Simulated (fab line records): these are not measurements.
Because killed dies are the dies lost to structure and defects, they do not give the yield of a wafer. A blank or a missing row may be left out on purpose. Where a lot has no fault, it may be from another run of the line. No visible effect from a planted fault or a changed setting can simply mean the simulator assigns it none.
fab line records	flow n5_finfet
[record] lots = 10	wafers = 29	last_day = 19
route steps=1938 shown BEOL_M4@1111 BEOL_M7@1310 PASSIVATION@1936
lots untouched by any fault: they come from a run of this same line in which no faults occurred
start_h: start of the lot's first displayed wafer, in hours after the record's first day	wait_h: hours from the lot's prior step to this one	" as in the row above	L1.1+2: several wafers, shown together as one row	- no value present, or no start provided	* or withheld: withheld	< > ~ a bound
route shown NAME@n: NAME is a module with steps in the file, n the number in the route of the first one	usual: mean and standard deviation over wafers with no fault	same: alike in all rows	chamber/n: place in a boat	sites: readings site by site	_std_site: the standard deviation of these	_edge_site: outer sites' mean less inner sites'	radius_mm: for every site, how far away it sits from the centre of the wafer	mask NAME#n: copy n	behind: the tool/chamber that last shaped the wafer	hold: what put the lot on hold/how long, in hours/how the hold closed	device: transistor that didn't switch, given as n, p or np	end of line: tests of these same wafers at the route's end	step lacking rows: just its recipe	killed: dies lost to structure and defects at the first sort, not the wafer's yield	map: per-die view of a wafer (x killed, . not killed, _ where there is no die)
set.NAME: the setting as run; set.NAME@STEP: as run at that earlier step	model.NAME: the simulator's own value behind a step, which no gauge read
route steps across a sampled set of lots; one table per step, one row per wafer
services: when a tool's chamber went out of use (start_h, in hours from the record's first day, below 0 if earlier), for how many hours, and the reason
[[steps]]
[step N5_BEOL_M4_RC_MEAS_101]
[usual] DIBL_N = 36.5/1.9	DIBL_P = 36.4/2.2	IOFF_N = 0.17/0.034	IOFF_P = 0.21/0.036	ION_N = 678/12	ION_P = 462/7.1	SS_N = 71.7/0.61	SS_P = 73.4/0.71	VT_N = 249/3.5	VT_P = -251/3
lot.wafer	tool	chamber	start_h	wait_h	DIBL_N[mV/V]	DIBL_P[mV/V]	IOFF_N[nA/um]	IOFF_P[nA/um]	ION_N[uA/um]	ION_P[uA/um]	SS_N[mV/dec]	SS_P[mV/dec]	VT_N[mV]	VT_P[mV]
L937.1	prober-02	0	185.35	0.0	37.6	37.9	0.16	0.23	671	455	71.6	73.9	248	-250
L937.2	"	0	"	"	40.3	40.5	0.23	0.27	691	471	71.8	75.4	243	-247
L937.6	"	0	"	"	36.1	35.1	0.15	0.18	666	453	70.9	73.0	251	-253
L945.1	prober-01	0	249.88	0.0	38.7	38.9	0.20	0.23	692	470	72.4	74.4	244	-250
L945.4	"	0	"	"	37.5	38.0	0.18	0.21	691	467	72.1	73.2	249	-252
L945.5	"	0	"	"	36.0	35.6	0.14	0.17	664	457	71.6	73.2	254	-256
L947.1	prober-02	0	274.55	0.0	35.0	34.6	0.12	0.17	667	456	71.5	72.6	256	-254
L947.4	"	0	"	"	35.8	35.2	0.13	0.18	664	452	71.1	72.2	254	-252
L949.1	prober-01	0	289.49	0.0	37.5	36.2	0.16	0.18	668	446	72.7	73.4	253	-259
L949.5	"	0	"	"	38.6	39.0	0.19	0.22	682	451	71.7	73.4	247	-252
L949.6	"	0	"	"	37.2	37.2	0.16	0.19	672	452	72.5	73.2	254	-253
L952.4	prober-02	0	298.76	0.5	36.8	35.1	0.16	0.19	683	464	71.6	73.5	249	-251
L952.5	"	0	"	"	39.3	38.0	0.19	0.25	680	468	72.0	74.0	248	-248
L952.6	"	0	"	"	36.1	33.2	0.14	0.16	671	451	71.9	73.2	252	-255
L953.1	prober-01	0	299.84	0.0	38.4	39.3	0.20	0.25	689	470	71.7	73.9	244	-248
L953.2	"	0	"	"	36.4	37.1	0.16	0.21	674	459	71.1	73.2	250	-251
L953.4	"	0	"	"	36.3	36.7	0.17	0.21	700	474	71.9	73.1	247	-251
L954.4	prober-01	0	307.56	0.5	33.3	34.4	0.14	0.16	686	462	72.0	72.5	250	-254
L954.5	"	0	"	"	33.8	34.5	0.12	0.16	662	455	71.7	73.3	254	-253
L954.6	"	0	"	"	35.5	36.3	0.16	0.19	674	456	71.9	73.9	250	-253
L956.1	prober-01	0	318.58	0.0	38.7	38.4	0.20	0.27	687	466	72.4	74.0	247	-246
L956.2	"	0	"	"	36.4	35.0	0.16	0.21	684	465	71.9	73.6	249	-250
L956.3	"	0	"	"	35.9	34.8	0.14	0.20	678	468	71.1	73.4	252	-253
L958.1	prober-01	0	333.86	0.0	33.3	33.5	0.13	0.15	663	460	71.1	72.2	250	-253
L958.5	"	0	"	"	37.5	38.2	0.19	0.21	677	459	72.0	73.9	248	-250
L958.6	"	0	"	"	36.8	36.7	0.18	0.20	680	460	71.3	73.4	244	-252
L959.1	prober-01	0	347.71	0.0	36.4	35.3	0.16	0.21	669	459	71.8	73.7	250	-250
L959.3	"	0	"	"	34.1	32.6	0.13	0.17	673	464	71.4	72.4	253	-253
L959.5	"	0	"	"	34.1	32.6	0.13	0.18	676	466	71.1	73.0	251	-252
[step N5_BEOL_M7_STRIP_80]
[recipe] chemistry = N2/H2	time_s = 10	power_w = 450	temp_c = 40	pressure_mtorr = 20	rf_frequency_hz = 6e+07	bias_power_w = 7	n2_flow_sccm = 200	h2_flow_sccm = 200
[usual] bias_power_w = 6.999/0.02	chamber_pressure_mTorr = 20.001/0.016	drypump_motor_current_A = 5.6/0.42	oes_product_au = 0.78/0.082	rf_vpp_V = 59.1/0.88	showerhead_plenum_p_Torr = 2.53/0.068	throttle_valve_pct = 23.6/0.32
lot.wafer	tool	chamber	start_h	wait_h	bias_power_w	chamber_pressure_mTorr	drypump_motor_current_A	oes_product_au	rf_hours_counter_h	rf_vpp_V	showerhead_plenum_p_Torr	throttle_valve_pct
L937.1	rie_diel-05	0	-	-	6.995	20.014	5.2	0.84	90	57.1	2.44	22.8
L937.2	"	3	"	"	7.019	20.020	5.1	0.66	249	56.8	2.48	23.9
L937.6	"	1	"	"	6.968	20.012	5.6	0.69	-	60.8	2.62	23.5
L945.1	rie_diel-05	3	-	-	6.991	19.996	5.1	0.93	11	58.7	2.48	23.7
L945.4	"	0	"	"	6.990	20.020	5.2	0.81	107	58.3	2.43	22.9
L945.5	"	2	"	"	6.965	19.985	6.2	0.81	-	58.0	2.59	23.5
L947.1	rie_diel-02	0	-	-	6.999	20.007	5.1	0.68	220	57.9	2.60	24.0
L947.4	"	2	"	"	6.994	20.015	6.0	0.72	196	58.1	2.52	23.5
L949.1	rie_diel-02	2	-	-	7.035	19.976	6.0	0.71	200	59.8	2.52	23.5
L949.5	"	2	"	"	7.016	19.994	6.1	0.72	-	60.1	2.52	23.5
L949.6	"	1	"	"	7.001	19.992	5.6	0.79	-	59.6	2.47	23.6
L953.1	rie_diel-05	3	-	-	7.000	19.983	5.1	0.89	22	59.6	2.47	23.8
L953.2	"	2	"	"	6.981	19.981	6.2	0.79	98	59.6	2.58	23.5
L953.4	"	2	"	"	7.007	19.991	6.2	0.79	-	58.9	2.58	23.5
L952.4	rie_diel-06	2	-	-	7.008	20.006	5.6	0.71	221	57.6	2.61	24.0
L952.5	"	3	"	"	6.983	20.015	5.7	0.69	-	59.6	2.61	23.8
L952.6	"	0	"	"	7.002	19.984	5.1	0.76	-	58.8	2.44	24.0
L954.4	rie_diel-06	0	-	-	6.999	20.017	5.2	0.76	157	57.6	2.44	24.0
L954.5	"	1	"	"	6.987	20.013	6.6	0.92	-	59.0	2.51	23.7
L954.6	"	2	"	"	7.008	19.998	5.6	0.71	-	59.7	2.61	24.0
L956.1	rie_diel-02	3	-	-	6.988	19.989	5.6	0.84	45	59.5	2.48	23.7
L956.2	"	1	"	"	6.976	19.991	5.6	0.80	94	57.9	2.47	23.6
L956.3	"	0	"	"	6.991	19.992	5.1	0.67	230	59.1	2.59	24.0
L958.1	rie_diel-06	3	-	-	7.008	20.002	5.7	0.68	237	58.7	2.60	23.8
L958.5	"	3	"	"	6.997	19.978	5.6	0.68	-	60.5	2.60	23.8
L958.6	"	0	"	"	6.989	20.009	5.1	0.75	-	59.3	2.43	24.0
L959.1	rie_diel-02	1	-	-	7.032	19.986	5.6	0.78	106	57.6	2.47	23.6
L959.3	"	0	"	"	6.983	20.017	5.1	0.65	239	60.5	2.59	24.0
L959.5	"	0	"	"	6.989	20.018	5.1	0.66	-	59.7	2.59	24.0
[step N5_BEOL_M7_DEGAS_44]
[recipe] ambient = vacuum	temp_c = 250	time_s = 60
[usual] heater_power_w = 329/30
lot.wafer	tool	chamber	start_h	wait_h	heater_power_w
L937.1	pvd_sputter-01	-	217.16	0.3	335
L937.2	"	-	"	"	275
L937.6	"	-	"	"	348
L945.1	pvd_sputter-02	-	281.21	2.0	358
L945.4	"	-	"	"	370
L945.5	"	-	"	"	356
L947.1	pvd_sputter-02	-	306.36	2.1	306
L947.4	"	-	"	"	319
L949.1	pvd_sputter-03	-	321.49	0.5	290
L949.5	"	-	"	"	351
L949.6	"	-	"	"	296
L953.1	pvd_sputter-03	-	332.25	0.4	356
L953.2	"	-	"	"	350
L953.4	"	-	"	"	306
L952.4	pvd_sputter-02	-	332.57	0.3	319
L952.5	"	-	"	"	373
L952.6	"	-	"	"	310
L954.4	pvd_sputter-01	-	341.32	1.1	271
L954.5	"	-	"	"	299
L954.6	"	-	"	"	348
L956.1	pvd_sputter-02	-	342.11	0.3	314
L956.2	"	-	"	"	376
L956.3	"	-	"	"	314
L958.1	pvd_sputter-03	-	369.63	4.1	292
L958.5	"	-	"	"	317
L958.6	"	-	"	"	351
L959.1	pvd_sputter-02	-	384.28	0.9	312
L959.3	"	-	"	"	309
L959.5	"	-	"	"	318
[step N5_BEOL_M7_SPUTTER_48]
[recipe] material = Cu	target_thk_a = 100	temp_c = -20	bias_v = 60	power_w = 26000	chamber_pressure_pa = 0.13	time_s = 1.667
[usual] bias_v = 60.0/0.59	cathode_dc_power_W = 26000/4.9	throttle_valve_pct = 30.3/1.3
lot.wafer	tool	chamber	start_h	wait_h	bias_v	cathode_dc_power_W	throttle_valve_pct
L937.1	pvd_sputter-01	-	217.87	0.1	60.0	25993	32.9
L937.2	"	-	"	"	59.8	26004	29.9
L937.6	"	-	"	"	60.0	25997	32.9
L945.1	pvd_sputter-02	-	281.87	0.1	60.2	26011	29.9
L945.4	"	-	"	"	59.3	25989	29.4
L945.5	"	-	"	"	60.7	25998	31.7
L947.1	pvd_sputter-03	-	307.20	0.1	59.6	26005	29.1
L947.4	"	-	"	"	59.0	26010	29.0
L949.1	pvd_sputter-03	-	322.43	0.1	61.1	26003	29.2
L949.5	"	-	"	"	60.5	26003	28.9
L949.6	"	-	"	"	60.3	25992	28.9
L953.1	pvd_sputter-01	-	332.90	0.1	-	-	-
L953.2	"	-	"	"	-	-	-
L953.4	"	-	"	"	-	-	-
L952.4	pvd_sputter-02	-	333.23	0.1	-	-	-
L952.5	"	-	"	"	-	-	-
L952.6	"	-	"	"	-	-	-
L954.4	pvd_sputter-01	-	341.96	0.0	59.2	26009	33.0
L954.5	"	-	"	"	59.9	26000	30.9
L954.6	"	-	"	"	60.8	25996	29.8
L956.1	pvd_sputter-01	-	343.03	0.1	61.1	25998	29.8
L956.2	"	-	"	"	60.2	26001	31.4
L956.3	"	-	"	"	60.4	25999	33.2
L958.1	pvd_sputter-03	-	370.41	0.1	60.3	26003	29.1
L958.5	"	-	"	"	59.5	25992	29.2
L958.6	"	-	"	"	60.0	26002	29.3
L959.1	pvd_sputter-01	-	385.44	0.2	60.3	26001	30.7
L959.3	"	-	"	"	59.9	26001	29.5
L959.5	"	-	"	"	59.4	26002	29.9
[step N5_BEOL_M7_CMP_52]
[recipe] stop_on = SiCOH_lowk	t_overpolish_s = 6.9	down_force_psi = 1	platen_rpm = 50	clearing_platen_down_force_psi = 1.5	clearing_platen_rpm = 50	post_cmp_clean = cu_alkaline	target_thk_nm = 80	clearing_platen_pad_velocity_m_s = 0.99484	pad_velocity_m_s = 0.99484
[usual] motor_current_A = 5.8/0.42	time_to_endpoint_s = 63.0/2.7
lot.wafer	tool	chamber	start_h	wait_h	motor_current_A	time_to_endpoint_s
L937.2	cmp-01	3	218.38	0.2	5.5	59.9
L937.1	"	2	"	"	6.9	66.5
L937.6	"	3	"	"	5.6	59.7
L945.1	cmp-02	0	282.41	0.3	6.2	64.2
L945.4	"	2	"	"	5.7	58.2
L945.5	"	3	"	"	5.5	57.1
L947.4	cmp-01	2	307.74	0.2	6.5	61.4
L947.1	"	3	"	"	5.7	59.7
L949.1	cmp-04	0	323.87	0.4	6.1	61.2
L949.5	"	1	"	"	5.7	60.7
L949.6	"	2	"	"	5.2	63.4
L953.1	cmp-02	0	333.59	0.3	6.1	1.6
L953.2	"	2	"	"	5.9	0.0
L953.4	"	3	"	"	5.5	0.0
L952.4	cmp-04	0	334.08	0.2	5.7	2.5
L952.6	"	2	"	"	5.0	0.7
L952.5	"	3	"	"	6.2	0.0
L954.4	cmp-02	2	343.28	0.1	5.5	61.2
L954.5	"	2	"	"	5.6	59.2
L954.6	"	3	"	"	5.7	60.5
L956.3	cmp-04	3	345.01	0.3	6.2	59.5
L956.1	"	0	"	"	6.0	64.1
L956.2	"	1	"	"	5.6	68.9
L958.1	cmp-04	0	371.04	0.4	5.7	61.0
L958.6	"	1	"	"	5.9	63.2
L958.5	"	2	"	"	5.2	61.3
L959.1	cmp-01	2	385.99	0.3	7.0	65.9
L959.3	"	3	"	"	5.4	61.7
L959.5	"	1	"	"	5.7	65.0
[step N5_BEOL_M7_INSPECT_58]
[recipe] inspect_instrument = darkfield	mode = post_dep
[usual] raw_defect_count = 67/22
lot.wafer	tool	chamber	start_h	wait_h	raw_defect_count
L937.1	defect_inspect-02	-	218.83	0.0	59
L937.2	"	-	"	"	71
L937.6	"	-	"	"	65
L945.1	defect_inspect-02	-	282.83	0.0	51
L945.4	"	-	"	"	46
L945.5	"	-	"	"	30
L947.1	defect_inspect-01	-	308.16	0.0	60
L947.4	"	-	"	"	45
L949.1	defect_inspect-02	-	324.21	0.0	53
L949.5	"	-	"	"	100
L949.6	"	-	"	"	91
L953.1	defect_inspect-02	-	334.04	0.0	77
L953.2	"	-	"	"	121
L953.4	"	-	"	"	114
L952.4	defect_inspect-01	-	334.46	0.0	44
L952.5	"	-	"	"	41
L952.6	"	-	"	"	55
L954.4	defect_inspect-01	-	343.77	0.0	54
L954.5	"	-	"	"	51
L954.6	"	-	"	"	43
L956.1	defect_inspect-02	-	345.46	0.0	59
L956.2	"	-	"	"	64
L956.3	"	-	"	"	89
L958.1	defect_inspect-01	-	371.37	0.0	74
L958.5	"	-	"	"	101
L958.6	"	-	"	"	61
L959.1	defect_inspect-02	-	386.40	0.0	72
L959.3	"	-	"	"	59
L959.5	"	-	"	"	40
[step N5_PASSIVATION_PROBE_49]
[usual] defect_limited_yield = 91.0/1.5	killed_at_M0_to_M3 = 35/11	killed_at_M4_up = 13/5	killed_at_contacts = 12/5.9	killed_at_front_end = 42/13	killed_at_other = 3/3.2	killed_dies = 106/18	killed_on_rim = 14/4.2	killed_open = 69/13	killed_short = 35/8.9	sort_bin_5_function = 5.2/0.95	sort_bin_6_memory = 3.3/0.71	sort_n_pass = 1074/18	sort_yield_pct = 91.0/1.5
[same] gross_dies = 1180	killed_at_back_side = 0	sort_bin_4_leakage[%] = 0	sort_bin_8_speed[%] = 0
lot.wafer	tool	chamber	start_h	wait_h	defect_limited_yield[%]	killed_at_M0_to_M3	killed_at_M4_up	killed_at_contacts	killed_at_front_end	killed_at_other	killed_dies	killed_on_rim	killed_open	killed_short	sort_bin_5_function[%]	sort_bin_6_memory[%]	sort_n_pass	sort_yield_pct[%]
L949.1	prober-01	-	409.01	0.0	91.0	36	9	18	39	4	106	15	73	32	5.0	3.8	1074	91.0
L949.5	prober-01	-	409.21	0.2	89.5	26	11	14	71	2	124	11	91	30	6.1	4.2	1056	89.5
L953.1	prober-02	-	414.09	0.0	0	34	1094	1	45	6	1180	152	66	34	96.9	2.8	0	0
L953.2	prober-02	-	414.14	0.1	0	49	1083	5	41	2	1180	152	62	42	97.3	2.5	0	0
L953.4	prober-02	-	414.24	0.2	0	53	1084	9	33	1	1180	152	82	30	95.9	4.0	0	0
L952.4	prober-02	-	420.57	0.2	0	42	1081	17	38	2	1180	152	68	37	97.1	2.7	0	0
L952.5	prober-02	-	420.62	0.2	0	52	1086	11	30	1	1180	152	71	32	96.6	3.1	0	0
L952.6	prober-02	-	420.67	0.3	0	45	1078	15	42	0	1180	152	77	37	96.9	2.7	0	0
// killed by level:class
L949.1 MOL_CONTACT_COAG:geometric_particle:open=12 FIN_SAQP:geometric_particle:open=11 BEOL_M0_SAQP:geometric_particle:short=10 DUMMY_GATE:geometric_particle:open=9 FIN_SAQP:geometric_particle:short=6 BEOL_M0_SAQP:geometric_particle:open=6 BEOL_M1:geometric_particle:open=6 BEOL_M2:geometric_particle:open=6
L949.5 FIN_SAQP:geometric_particle:open=26 MOL_CONTACT_COAG:geometric_particle:open=13 FIN_SAQP:geometric_particle:short=9 STI_FIN_REVEAL:geometric_particle:open=9 DUMMY_GATE:geometric_particle:open=8 BEOL_M0_SAQP:geometric_particle:open=8 GATE_CUT:geometric_particle:short=5 BEOL_M3:geometric_particle:open=5
L953.1 BEOL_M7:area_sputter=558 BEOL_M7:area_ecd=521 FIN_SAQP:geometric_particle:open=17 BEOL_M3:geometric_particle:open=9 STI_FIN_REVEAL:geometric_particle:open=8 BEOL_M4:geometric_particle:open=7 FIN_SAQP:geometric_particle:short=5 BEOL_M0_SAQP:geometric_particle:short=5
L953.2 BEOL_M7:area_ecd=540 BEOL_M7:area_sputter=534 FIN_SAQP:geometric_particle:open=13 BEOL_M0_SAQP:geometric_particle:short=10 FIN_SAQP:geometric_particle:short=7 BEOL_M0_SAQP:geometric_particle:open=7 BEOL_M3:geometric_particle:short=7 BEOL_M3:geometric_particle:open=6
L953.4 BEOL_M7:area_sputter=554 BEOL_M7:area_ecd=514 BEOL_M1:geometric_particle:open=12 BEOL_M0_SAQP:geometric_particle:open=12 BEOL_M3:geometric_particle:open=12 FIN_SAQP:geometric_particle:open=9 STI_FIN_REVEAL:geometric_particle:open=7 MOL_CONTACT_COAG:geometric_particle:open=7
L952.4 BEOL_M7:area_ecd=538 BEOL_M7:area_sputter=537 MOL_CONTACT_COAG:geometric_particle:open=14 FIN_SAQP:geometric_particle:open=13 BEOL_M0_SAQP:geometric_particle:open=11 BEOL_M1:geometric_particle:open=10 FIN_SAQP:geometric_particle:short=8 BEOL_M0_SAQP:geometric_particle:short=7
L952.5 BEOL_M7:area_ecd=568 BEOL_M7:area_sputter=509 BEOL_M0_SAQP:geometric_particle:open=18 BEOL_M0_SAQP:geometric_particle:short=11 BEOL_M3:geometric_particle:open=10 MOL_CONTACT_COAG:geometric_particle:open=9 FIN_SAQP:geometric_particle:open=8 FIN_SAQP:geometric_particle:short=4
L952.6 BEOL_M7:area_sputter=535 BEOL_M7:area_ecd=531 FIN_SAQP:geometric_particle:open=17 FIN_SAQP:geometric_particle:short=13 MOL_CONTACT_COAG:geometric_particle:open=12 BEOL_M3:geometric_particle:open=12 BEOL_M0_SAQP:geometric_particle:short=7 BEOL_M0_SAQP:geometric_particle:open=6
[[services]]
tool	chamber	start_h	hours	kind
cmp-02	-	204.19	4.0	pm
rie_diel-02	3	205.74	6.4	repair
rie_diel-02	0	207.35	34.2	repair
cmp-02	-	217.95	6.6	repair
pvd_sputter-02	-	229.10	4.9	repair
cmp-01	-	246.51	4.5	repair
cmp-04	-	250.04	4.0	pm
cmp-04	-	254.04	-	consumable_replace:conditioner
cmp-04	-	254.04	-	consumable_replace:pad
rie_diel-02	-	257.56	0.3	repair
rie_diel-05	2	260.27	5.0	repair
pvd_sputter-01	-	264.67	2.1	repair
cmp-04	-	268.18	0.3	repair
rie_diel-02	0	271.01	5.8	repair
rie_diel-06	-	295.07	0.1	repair
rie_diel-05	3	319.91	10.7	repair
rie_diel-02	1	328.63	4.6	repair
cmp-04	-	330.66	0.8	repair
cmp-01	-	334.09	4.0	pm
rie_diel-02	0	358.37	6.8	repair
cmp-04	-	358.70	1.1	repair
rie_diel-05	-	361.43	1.6	repair
rie_diel-02	-	370.37	2.8	pm
cmp-02	-	371.86	1.0	repair
[[key]]
[first_sign] step = N5_BEOL_M7_SPUTTER_48	reading = tool_record	direction = missing
[effect] step = N5_BEOL_M7_CMP_52	reading = time_to_endpoint_s	direction = down	sigmas = 23	usual = *	struck = *
[effect] step = N5_PASSIVATION_PROBE_49	reading = killed_at_M4_up	direction = up	sigmas = 99+	usual = 13	struck = 1084
[more_kills_born_at] N5_BEOL_M7_SPUTTER_48@pvd_sputter-01 = 1646	N5_BEOL_M7_ECD_50@ecd_cu-02 = 1637	N5_BEOL_M7_SPUTTER_48@pvd_sputter-02 = 1581
met_at N5_BEOL_M7_SPUTTER_48
struck_lots L952,L953
later_rows_left_out L952.4,L952.5,L952.6,L953.1,L953.2,L953.4
not_acting_at N5_BEOL_M7_STRIP_80,N5_BEOL_M7_DEGAS_44,N5_BEOL_M7_INSPECT_58
onset_between 281.87 332.90
[fault] kind = skipped_step_whole	tool = pvd_sputter-01,pvd_sputter-02	chamber = -	onset_h = 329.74	steps = N5_BEOL_M7_SPUTTER_48	scope = struck_lots_only
// later_rows_left_out: the simulator's readings of these wafers behind a module that went badly wrong aren't trusted and aren't shown, but for the sort
